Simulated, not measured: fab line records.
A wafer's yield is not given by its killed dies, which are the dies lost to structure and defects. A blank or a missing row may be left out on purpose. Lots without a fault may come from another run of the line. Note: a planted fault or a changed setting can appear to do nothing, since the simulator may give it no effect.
Which tool is to blame? | flow n5Finfet | 9 lots (27 wafers sampled), 1 step of a 1938-step route

## WHAT THE GAUGES SHOWED, per wafer
N5_BEOL_M4_RC_MEAS_101.
lot  | measured     | on        | DIBL_N (mV/V)
L379 | day 9 23:50  | prober-01 | 33.4 36.2 33.5
L380 | day 10 10:56 | prober-02 | 36.0 35.8 35.5
L381 | day 10 15:25 | prober-01 | 36.2 35.1 36.1
L384 | day 11 13:58 | prober-01 | 37.6 38.2 38.0
L385 | day 11 19:39 | prober-01 | 35.1 34.0 32.9
L386 | day 11 22:26 | prober-02 | 36.1 38.3 36.5
L389 | day 12 13:46 | prober-01 | 35.9 35.9 35.1
L390 | day 13 06:08 | prober-02 | 34.0 33.1 32.6
L393 | day 13 09:00 | prober-01 | 35.9 35.7 35.5

## WHAT TOOL EACH LOT RAN ON (gives the tool, then ch and the chambers of the sampled wafers, and finally the start)
Record: no process step prior to these readings.

## THE ANSWER, worked out from the rows above alone
Rule: what is usual is taken from the lots themselves. Put in order of their means at a reading, lots are off if they are a third of the lots or fewer, leave a main group of 4 or more, and stand apart from it by a gap of 3 or more times the standard deviation of the main group's means; of several such gaps the widest counts. The tables above print the reading to a certain number of digits; a main group whose means all agree to those digits is not used. Also off: a lot with no number at a reading for which 4 or more lots have one. Any other lot the step has rows for is counted as sound.
Nothing can be told from this: no lot is off at any reading shown.

## WHAT WAS PUT IN BY THE SIMULATOR
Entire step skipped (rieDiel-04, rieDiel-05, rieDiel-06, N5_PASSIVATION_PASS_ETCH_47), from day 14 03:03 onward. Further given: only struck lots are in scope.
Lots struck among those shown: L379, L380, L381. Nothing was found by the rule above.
